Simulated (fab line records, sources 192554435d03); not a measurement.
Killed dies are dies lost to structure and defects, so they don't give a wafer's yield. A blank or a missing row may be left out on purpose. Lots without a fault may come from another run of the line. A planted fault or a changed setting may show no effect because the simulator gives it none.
Which tool did it? | flow n5_finfet | 24 lots, 72 wafers sampled, at 6 steps of a route of 1938

WHAT THE GAUGES READ, wafer by wafer
The record holds no reading of a measuring or inspecting step that can be judged against a usual standard deviation.

WHICH TOOL RAN EACH LOT (tool, then ch and the chambers of the sampled wafers, then the start)
lot  | N5_BEOL_M6_SPUTTER_48        | N5_BEOL_M7_DESCUM_33               | N5_BEOL_M7_ETCH_72                 | N5_BEOL_M7_ETCH_41                            | N5_BEOL_M7_DEGAS_44          | N5_BEOL_M7_DEP_56
L074 | pvd_sputter-02, day 8 18:58  | rie_diel-02 ch 0,1,3, day 8 23:29  | rie_diel-02 ch 0,1,3, day 8 23:31  | rie_diel-02 ch 0,1,3, day 9 00:53 or earlier  | pvd_sputter-03, day 9 00:53  | pecvd-04 ch 0,1,2, day 9 04:37
L075 | pvd_sputter-01, day 8 20:41  | rie_diel-01 ch 0,2, day 9 02:32    | rie_diel-01 ch 0,2, day 9 02:35    | rie_diel-01 ch 0,2, day 9 03:41 or earlier    | pvd_sputter-03, day 9 03:41  | pecvd-02 ch 1,2, day 9 05:19
L076 | pvd_sputter-01, day 9 07:52  | rie_diel-03 ch 0,2,3, day 9 12:13  | rie_diel-03 ch 0,2,3, day 9 12:16  | rie_diel-03 ch 0,2,3, day 9 15:13 or earlier  | pvd_sputter-03, day 9 15:13  | pecvd-02 ch 0,1, day 9 16:58
L077 | pvd_sputter-02, day 9 12:21  | rie_diel-03 ch 2,3, day 9 17:46    | rie_diel-03 ch 2,3, day 9 17:47    | rie_diel-03 ch 2,3, day 9 19:11 or earlier    | pvd_sputter-03, day 9 19:11  | pecvd-04 ch 0,1,2, day 9 21:02
L079 | pvd_sputter-01, day 9 20:49  | rie_diel-01 ch 1,3, day 10 02:32   | rie_diel-01 ch 1,3, day 10 02:34   | rie_diel-01 ch 1,3, day 10 03:34 or earlier   | pvd_sputter-02, day 10 03:34 | pecvd-04 ch 0,1, day 10 05:01
L078 | pvd_sputter-02, day 9 21:52  | rie_diel-03 ch 1,2,3, day 10 03:16 | rie_diel-03 ch 1,2,3, day 10 03:17 | rie_diel-03 ch 1,2,3, day 10 04:32 or earlier | pvd_sputter-03, day 10 04:32 | pecvd-01 ch 0,1,2, day 10 07:08
L080 | pvd_sputter-02, day 10 04:22 | rie_diel-02 ch 0,1,3, day 10 08:24 | rie_diel-02 ch 0,1,3, day 10 08:26 | rie_diel-02 ch 0,1,3, day 10 10:02 or earlier | pvd_sputter-03, day 10 10:02 | pecvd-04 ch 0,1,2, day 10 13:00
L082 | pvd_sputter-01, day 10 06:05 | rie_diel-02 ch 0,3, day 10 09:52   | rie_diel-02 ch 0,3, day 10 09:53   | rie_diel-02 ch 0,3, day 10 12:14 or earlier   | pvd_sputter-03, day 10 12:14 | pecvd-01 ch 0,1,2, day 10 14:09
L081 | pvd_sputter-02, day 10 07:25 | rie_diel-01 ch 0,2,3, day 10 12:28 | rie_diel-01 ch 0,2,3, day 10 12:31 | rie_diel-01 ch 0,2,3, day 10 14:43 or earlier | pvd_sputter-01, day 10 14:43 | pecvd-01 ch 0,1,2, day 10 16:11
L083 | pvd_sputter-03, day 10 09:48 | rie_diel-03 ch 0,2,3, day 10 14:12 | rie_diel-03 ch 0,2,3, day 10 14:14 | rie_diel-03 ch 0,2,3, day 10 15:31 or earlier | pvd_sputter-01, day 10 15:31 | pecvd-01 ch 0,2, day 10 18:07
L084 | pvd_sputter-01, day 11 05:48 | rie_diel-01 ch 1,2,3, day 11 10:50 | rie_diel-01 ch 1,2,3, day 11 10:53 | rie_diel-01 ch 1,2,3, day 11 11:56 or earlier | pvd_sputter-03, day 11 11:56 | pecvd-04 ch 1,2, day 11 13:42
L085 | pvd_sputter-01, day 11 20:08 | rie_diel-03 ch 0,1,2, day 12 02:09 | rie_diel-03 ch 0,1,2, day 12 02:11 | rie_diel-03 ch 0,1,2, day 12 03:09 or earlier | pvd_sputter-01, day 12 03:09 | pecvd-01 ch 1,2, day 12 04:58
L086 | pvd_sputter-02, day 11 20:23 | rie_diel-02 ch 1,2,3, day 12 02:11 | rie_diel-02 ch 1,2,3, day 12 02:14 | rie_diel-02 ch 1,2,3, day 12 03:23 or earlier | pvd_sputter-03, day 12 03:23 | pecvd-02 ch 0,1,2, day 12 05:34
L087 | pvd_sputter-01, day 12 00:08 | rie_diel-03 ch 1,2, day 12 04:34   | rie_diel-03 ch 1,2, day 12 04:37   | rie_diel-03 ch 1,2, day 12 05:36 or earlier   | pvd_sputter-02, day 12 05:36 | pecvd-04 ch 0,1,2, day 12 07:08
L088 | pvd_sputter-03, day 12 00:32 | rie_diel-01 ch 0,2,3, day 12 05:08 | rie_diel-01 ch 0,2,3, day 12 05:10 | rie_diel-01 ch 0,2,3, day 12 06:11 or earlier | pvd_sputter-03, day 12 06:11 | pecvd-01 ch 1,2, day 12 07:40
L089 | pvd_sputter-03, day 12 04:10 | rie_diel-03 ch 2,3, day 12 10:38   | rie_diel-03 ch 2,3, day 12 10:40   | rie_diel-03 ch 2,3, day 12 11:41 or earlier   | pvd_sputter-03, day 12 11:41 | pecvd-01 ch 1,2, day 12 14:01
L090 | pvd_sputter-02, day 12 19:09 | rie_diel-01 ch 0,1, day 13 01:31   | rie_diel-01 ch 0,1, day 13 01:33   | rie_diel-01 ch 0,1, day 13 02:35 or earlier   | pvd_sputter-01, day 13 02:35 | pecvd-01 ch 1,2, day 13 04:44
L091 | pvd_sputter-01, day 12 19:21 | rie_diel-03 ch 0,1,2, day 13 01:20 | rie_diel-03 ch 0,1,2, day 13 01:22 | rie_diel-03 ch 0,1,2, day 13 02:18 or earlier | pvd_sputter-02, day 13 02:18 | pecvd-01 ch 1,2, day 13 04:40
L092 | pvd_sputter-02, day 12 22:34 | rie_diel-03 ch 0,1,2, day 13 03:33 | rie_diel-03 ch 0,1,2, day 13 03:35 | rie_diel-03 ch 0,1,2, day 13 04:43 or earlier | pvd_sputter-03, day 13 04:43 | pecvd-02 ch 1,2, day 13 06:19
L093 | pvd_sputter-02, day 13 10:52 | rie_diel-01 ch 0,1, day 13 19:08   | rie_diel-01 ch 0,1, day 13 19:11   | rie_diel-01 ch 0,1, day 13 20:17 or earlier   | pvd_sputter-03, day 13 20:17 | pecvd-04 ch 0,1,2, day 13 21:47
L094 | pvd_sputter-01, day 13 21:03 | rie_diel-03 ch 0,1, day 14 01:49   | rie_diel-03 ch 0,1, day 14 01:51   | rie_diel-03 ch 0,1, day 14 03:10 or earlier   | pvd_sputter-01, day 14 03:10 | pecvd-04 ch 1,2, day 14 08:05
L095 | pvd_sputter-03, day 13 23:59 | rie_diel-02 ch 1,2,3, day 14 08:31 | rie_diel-02 ch 1,2,3, day 14 08:33 | rie_diel-02 ch 1,2,3, day 14 09:35 or earlier | pvd_sputter-01, day 14 09:35 | pecvd-01 ch 0,1, day 14 11:54
L096 | pvd_sputter-02, day 14 00:14 | rie_diel-01 ch 0,1, day 14 08:34   | rie_diel-01 ch 0,1, day 14 08:36   | rie_diel-01 ch 0,1, day 14 10:15 or earlier   | pvd_sputter-03, day 14 10:15 | pecvd-01 ch 0,1, day 14 12:58
L097 | pvd_sputter-01, day 14 07:12 | rie_diel-02 ch 0,2, day 14 11:31   | rie_diel-02 ch 0,2, day 14 11:33   | rie_diel-02 ch 0,2, day 14 14:05 or earlier   | pvd_sputter-02, day 14 14:05 | pecvd-01 ch 0,2, day 14 15:43
- N5_BEOL_M6_SPUTTER_48: material Cu, target thk 10 nm, time 1.667 s.
- N5_BEOL_M7_DESCUM_33: chemistry O2, time 7 s.
- N5_BEOL_M7_ETCH_72: etches underlayer in N2/H2, target depth 6.5 nm, time 5.2 s.
- N5_BEOL_M7_ETCH_41: etches SiCN in CH3F/O2, target depth 31.9 nm, time 57.8 s.
- N5_BEOL_M7_DEGAS_44: time 60 s.
- N5_BEOL_M7_DEP_56: deposits SiCN from 3MS/NH3, target thk 10 nm, time 17.5 s.

WHAT THE TOOLS THEMSELVES READ (means of the sampled wafers that have a number; where no wafer has one, the mark that the record gives instead)
N5_BEOL_M6_SPUTTER_48. Usual: throttle_valve_pct 29.7 %, standard deviation 0.94.
lot  | tool           | throttle_valve_pct (%) | flag
L074 | pvd_sputter-02 | 30.6                   |
L075 | pvd_sputter-01 | 29.5                   |
L076 | pvd_sputter-01 | 29.1                   |
L077 | pvd_sputter-02 | 29.3                   |
L079 | pvd_sputter-01 | 28.8                   |
L078 | pvd_sputter-02 | 30.0                   |
L080 | pvd_sputter-02 | 30.5                   |
L082 | pvd_sputter-01 | 30.0                   |
L081 | pvd_sputter-02 | 30.2                   |
L083 | pvd_sputter-03 | 29.8                   |
L084 | pvd_sputter-01 | 29.8                   |
L085 | pvd_sputter-01 | 28.5                   |
L086 | pvd_sputter-02 | 30.1                   |
L087 | pvd_sputter-01 | 29.6                   |
L088 | pvd_sputter-03 | 29.3                   |
L089 | pvd_sputter-03 | 30.1                   |
L090 | pvd_sputter-02 | 30.0                   |
L091 | pvd_sputter-01 | 29.6                   |
L092 | pvd_sputter-02 | 30.8                   |
L093 | pvd_sputter-02 | 30.7                   |
L094 | pvd_sputter-01 | 29.2                   |
L095 | pvd_sputter-03 | 29.0                   |
L096 | pvd_sputter-02 | 29.8                   |
L097 | pvd_sputter-01 | 28.8                   |

N5_BEOL_M7_DESCUM_33. Usual: drypump_motor_current_A 5.9 A, standard deviation 0.53; oes_product_au 0.77 a.u., standard deviation 0.079; rf_vpp_V 243.8 V, standard deviation 1.2; showerhead_plenum_p_Torr 2.13 Torr, standard deviation 0.064; throttle_valve_pct 20.39 %, standard deviation 0.2.
lot  | tool        | drypump_motor_current_A (A) | oes_product_au (a.u.) | rf_vpp_V (V) | showerhead_plenum_p_Torr (Torr) | throttle_valve_pct (%) | flag
L074 | rie_diel-02 | 5.5                         | 0.81                  | 244.4        | 2.17                            | 20.33                  |
L075 | rie_diel-01 | 5.8                         | 0.84                  | 244.9        | 2.13                            | 20.20                  |
L076 | rie_diel-03 | 5.8                         | 0.78                  | 243.5        | 2.11                            | 20.41                  |
L077 | rie_diel-03 | 5.2                         | 0.83                  | 243.3        | 2.08                            | 20.27                  |
L079 | rie_diel-01 | 6.0                         | 0.81                  | 244.4        | 2.19                            | 20.43                  |
L078 | rie_diel-03 | 5.6                         | 0.78                  | 243.5        | 2.12                            | 20.39                  |
L080 | rie_diel-02 | 5.5                         | 0.78                  | 244.5        | 2.17                            | 20.35                  |
L082 | rie_diel-02 | 5.2                         | 0.77                  | 243.8        | 2.18                            | 20.46                  |
L081 | rie_diel-01 | 5.9                         | 0.78                  | 243.7        | 2.12                            | 20.29                  |
L083 | rie_diel-03 | 5.9                         | 0.78                  | 243.6        | 2.10                            | 20.43                  |
L084 | rie_diel-01 | 6.0                         | 0.75                  | 243.8        | 2.16                            | 20.35                  |
L085 | rie_diel-03 | 5.9                         | 0.77                  | 242.9        | 2.09                            | 20.36                  |
L086 | rie_diel-02 | 6.0                         | 0.78                  | 243.4        | 2.13                            | 20.36                  |
L087 | rie_diel-03 | 5.3                         | 0.81                  | 243.1        | 2.07                            | 20.21                  |
L088 | rie_diel-01 | 5.9                         | 0.76                  | 243.8        | 2.12                            | 20.31                  |
L089 | rie_diel-03 | 5.3                         | 0.79                  | 243.1        | 2.08                            | 20.30                  |
L090 | rie_diel-01 | 5.9                         | 0.84                  | 245.3        | 2.19                            | 20.39                  |
L091 | rie_diel-03 | 5.9                         | 0.76                  | 243.5        | 2.09                            | 20.38                  |
L092 | rie_diel-03 | 5.9                         | 0.76                  | 243.8        | 2.09                            | 20.37                  |
L093 | rie_diel-01 | 5.9                         | 0.84                  | 245.2        | 2.19                            | 20.39                  |
L094 | rie_diel-03 | 6.5                         | 0.72                  | 242.8        | 2.11                            | 20.53                  |
L095 | rie_diel-02 | 6.0                         | 0.76                  | 243.6        | 2.12                            | 20.39                  |
L096 | rie_diel-01 | 5.8                         | 0.84                  | 243.9        | 2.14                            | 20.35                  |
L097 | rie_diel-02 | 6.0                         | 0.78                  | 242.6        | 2.08                            | 20.48                  |

N5_BEOL_M7_ETCH_72. Usual: drypump_motor_current_A 5.9 A, standard deviation 0.53; etch_rf_on_time_s 5.25 s, standard deviation 0.11; oes_product_au 0.66 a.u., standard deviation 0.069; rf_vpp_V 525.1 V, standard deviation 2.4; showerhead_plenum_p_Torr 2.59 Torr, standard deviation 0.068; throttle_valve_pct 17.82 %, standard deviation 0.23.
lot  | tool        | drypump_motor_current_A (A) | etch_rf_on_time_s (s) | oes_product_au (a.u.) | rf_vpp_V (V) | showerhead_plenum_p_Torr (Torr) | throttle_valve_pct (%) | flag
L074 | rie_diel-02 | 5.5                         | 5.18                  | 0.68                  | 526.4        | 2.62                            | 17.66                  |
L075 | rie_diel-01 | 5.8                         | 5.09                  | 0.72                  | 526.4        | 2.60                            | 17.73                  |
L076 | rie_diel-03 | 5.8                         | 5.24                  | 0.67                  | 523.1        | 2.56                            | 17.89                  |
L077 | rie_diel-03 | 5.2                         | 5.26                  | 0.70                  | 524.1        | 2.54                            | 17.74                  |
L079 | rie_diel-01 | 6.0                         | 5.19                  | 0.69                  | 525.2        | 2.62                            | 17.68                  |
L078 | rie_diel-03 | 5.7                         | 5.27                  | 0.65                  | 525.4        | 2.59                            | 17.86                  |
L080 | rie_diel-02 | 5.4                         | 5.25                  | 0.67                  | 526.4        | 2.61                            | 17.68                  |
L082 | rie_diel-02 | 5.2                         | 5.25                  | 0.65                  | 525.6        | 2.63                            | 17.77                  |
L081 | rie_diel-01 | 5.9                         | 5.15                  | 0.66                  | 524.4        | 2.58                            | 17.75                  |
L083 | rie_diel-03 | 5.8                         | 5.25                  | 0.65                  | 523.5        | 2.56                            | 17.90                  |
L084 | rie_diel-01 | 6.0                         | 5.25                  | 0.64                  | 526.1        | 2.60                            | 17.70                  |
L085 | rie_diel-03 | 5.9                         | 5.34                  | 0.65                  | 524.8        | 2.55                            | 17.87                  |
L086 | rie_diel-02 | 5.9                         | 5.23                  | 0.67                  | 524.5        | 2.59                            | 17.81                  |
L087 | rie_diel-03 | 5.3                         | 5.25                  | 0.68                  | 524.0        | 2.53                            | 17.71                  |
L088 | rie_diel-01 | 5.9                         | 5.20                  | 0.65                  | 524.8        | 2.57                            | 17.78                  |
L089 | rie_diel-03 | 5.2                         | 5.35                  | 0.67                  | 523.7        | 2.53                            | 17.78                  |
L090 | rie_diel-01 | 5.9                         | 5.10                  | 0.71                  | 525.9        | 2.63                            | 17.69                  |
L091 | rie_diel-03 | 5.9                         | 5.38                  | 0.64                  | 524.0        | 2.55                            | 17.88                  |
L092 | rie_diel-03 | 5.9                         | 5.36                  | 0.65                  | 523.7        | 2.55                            | 17.89                  |
L093 | rie_diel-01 | 5.9                         | 5.12                  | 0.71                  | 525.5        | 2.63                            | 17.71                  |
L094 | rie_diel-03 | 6.5                         | 5.35                  | 0.61                  | 525.0        | 2.57                            | 18.05                  |
L095 | rie_diel-02 | 5.9                         | 5.33                  | 0.65                  | 524.6        | 2.58                            | 17.84                  |
L096 | rie_diel-01 | 5.8                         | 5.06                  | 0.72                  | 525.6        | 2.60                            | 17.77                  |
L097 | rie_diel-02 | 6.0                         | 5.34                  | 0.65                  | 523.1        | 2.55                            | 18.02                  |

N5_BEOL_M7_ETCH_41. Usual: CH3F_flow_sccm 29.99 sccm, standard deviation 0.085; drypump_motor_current_A 5.9 A, standard deviation 0.53; oes_product_au 0.77 a.u., standard deviation 0.081; rf_vpp_V 298.1 V, standard deviation 1.3; showerhead_plenum_p_Torr 2.04 Torr, standard deviation 0.055; throttle_valve_pct 16.31 %, standard deviation 0.18.
lot  | tool        | CH3F_flow_sccm (sccm) | drypump_motor_current_A (A) | oes_product_au (a.u.) | rf_vpp_V (V) | showerhead_plenum_p_Torr (Torr) | throttle_valve_pct (%) | flag
L074 | rie_diel-02 | 30.09                 | 5.5                         | 0.80                  | 299.5        | 2.06                            | 16.16                  |
L075 | rie_diel-01 | 29.97                 | 5.8                         | 0.84                  | 298.9        | 2.04                            | 16.18                  |
L076 | rie_diel-03 | 30.01                 | 5.9                         | 0.78                  | 297.1        | 2.02                            | 16.33                  |
L077 | rie_diel-03 | 29.99                 | 5.2                         | 0.82                  | 296.9        | 2.00                            | 16.24                  |
L079 | rie_diel-01 | 29.95                 | 6.0                         | 0.80                  | 298.5        | 2.07                            | 16.23                  |
L078 | rie_diel-03 | 29.90                 | 5.7                         | 0.77                  | 298.3        | 2.04                            | 16.37                  |
L080 | rie_diel-02 | 30.00                 | 5.5                         | 0.79                  | 299.1        | 2.06                            | 16.18                  |
L082 | rie_diel-02 | 29.98                 | 5.3                         | 0.77                  | 299.6        | 2.08                            | 16.30                  |
L081 | rie_diel-01 | 29.92                 | 5.9                         | 0.77                  | 297.7        | 2.02                            | 16.23                  |
L083 | rie_diel-03 | 29.92                 | 5.8                         | 0.78                  | 297.4        | 2.02                            | 16.34                  |
L084 | rie_diel-01 | 29.92                 | 6.0                         | 0.75                  | 297.7        | 2.05                            | 16.21                  |
L085 | rie_diel-03 | 30.02                 | 5.9                         | 0.76                  | 297.1        | 2.03                            | 16.39                  |
L086 | rie_diel-02 | 30.03                 | 5.9                         | 0.77                  | 298.0        | 2.03                            | 16.22                  |
L087 | rie_diel-03 | 30.03                 | 5.3                         | 0.80                  | 297.9        | 2.01                            | 16.29                  |
L088 | rie_diel-01 | 30.01                 | 5.9                         | 0.76                  | 297.1        | 2.02                            | 16.25                  |
L089 | rie_diel-03 | 30.02                 | 5.3                         | 0.79                  | 296.4        | 2.00                            | 16.28                  |
L090 | rie_diel-01 | 29.98                 | 5.9                         | 0.84                  | 299.1        | 2.08                            | 16.23                  |
L091 | rie_diel-03 | 29.93                 | 5.9                         | 0.75                  | 298.1        | 2.02                            | 16.41                  |
L092 | rie_diel-03 | 29.93                 | 5.9                         | 0.75                  | 297.5        | 2.02                            | 16.41                  |
L093 | rie_diel-01 | 29.99                 | 5.9                         | 0.84                  | 298.9        | 2.08                            | 16.25                  |
L094 | rie_diel-03 | 30.08                 | 6.5                         | 0.72                  | 297.2        | 2.04                            | 16.52                  |
L095 | rie_diel-02 | 29.87                 | 5.9                         | 0.75                  | 298.5        | 2.02                            | 16.27                  |
L096 | rie_diel-01 | 30.00                 | 5.8                         | 0.83                  | 298.2        | 2.05                            | 16.29                  |
L097 | rie_diel-02 | 29.97                 | 6.0                         | 0.77                  | 297.1        | 2.00                            | 16.37                  |

N5_BEOL_M7_DEGAS_44. Usual: heater_power_w 322 W, standard deviation 24.
lot  | tool           | heater_power_w (W) | flag
L074 | pvd_sputter-03 | 304                |
L075 | pvd_sputter-03 | 292                |
L076 | pvd_sputter-03 | 322                |
L077 | pvd_sputter-03 | 317                |
L079 | pvd_sputter-02 | 359                |
L078 | pvd_sputter-03 | 315                |
L080 | pvd_sputter-03 | 330                |
L082 | pvd_sputter-03 | 315                |
L081 | pvd_sputter-01 | 320                |
L083 | pvd_sputter-01 | 354                |
L084 | pvd_sputter-03 | 314                |
L085 | pvd_sputter-01 | 333                |
L086 | pvd_sputter-03 | 306                |
L087 | pvd_sputter-02 | 339                |
L088 | pvd_sputter-03 | 301                |
L089 | pvd_sputter-03 | 315                |
L090 | pvd_sputter-01 | 325                |
L091 | pvd_sputter-02 | 359                |
L092 | pvd_sputter-03 | 315                |
L093 | pvd_sputter-03 | 306                |
L094 | pvd_sputter-01 | 338                |
L095 | pvd_sputter-01 | 330                |
L096 | pvd_sputter-03 | 304                |
L097 | pvd_sputter-02 | 330                |

N5_BEOL_M7_DEP_56. Usual: showerhead_plenum_p_Torr 3.662 Torr, standard deviation 0.012; throttle_valve_pct 9.02 %, standard deviation 0.3.
lot  | tool     | showerhead_plenum_p_Torr (Torr) | throttle_valve_pct (%) | flag
L074 | pecvd-04 | 3.666                           | 8.95                   |
L075 | pecvd-02 | 3.664                           | 9.22                   |
L076 | pecvd-02 | 3.663                           | 9.11                   |
L077 | pecvd-04 | 3.666                           | 9.04                   |
L079 | pecvd-04 | 3.678                           | 8.91                   |
L078 | pecvd-01 | 3.655                           | 9.10                   |
L080 | pecvd-04 | 3.665                           | 8.92                   |
L082 | pecvd-01 | 3.658                           | 8.99                   |
L081 | pecvd-01 | 3.657                           | 9.11                   |
L083 | pecvd-01 | 3.665                           | 8.78                   |
L084 | pecvd-04 | 3.679                           | 8.95                   |
L085 | pecvd-01 | 3.657                           | 9.28                   |
L086 | pecvd-02 | 3.658                           | 8.83                   |
L087 | pecvd-04 | 3.665                           | 8.86                   |
L088 | pecvd-01 | 3.659                           | 9.09                   |
L089 | pecvd-01 | 3.657                           | 9.19                   |
L090 | pecvd-01 | 3.664                           | 9.09                   |
L091 | pecvd-01 | 3.666                           | 9.04                   |
L092 | pecvd-02 | 3.660                           | 9.01                   |
L093 | pecvd-04 | 3.664                           | 9.06                   |
L094 | pecvd-04 | 3.689                           | 8.91                   |
L095 | pecvd-01 | 3.648                           | 9.21                   |
L096 | pecvd-01 | 3.653                           | 9.28                   |
L097 | pecvd-01 | 3.658                           | 8.93                   |

THE ANSWER, worked out from the rows above alone
Rule: a lot is off if the mean of its wafers that have a number lies more than 3 standard deviations from the usual mean. A lot without any number at a reading at which 4 lots or more have one is off too. The other lots that the step has rows for count as sound. The gauges are gone through in route order, then the tools' own readings, and for those a lot's mean is taken as printed above. The first step at which some lot is off is used, and at that step the reading that is off furthest; a lot without a number counts as furthest.
No lot is off at any reading shown: from this, nothing can be told.

WHAT THE SIMULATOR HAD PUT IN
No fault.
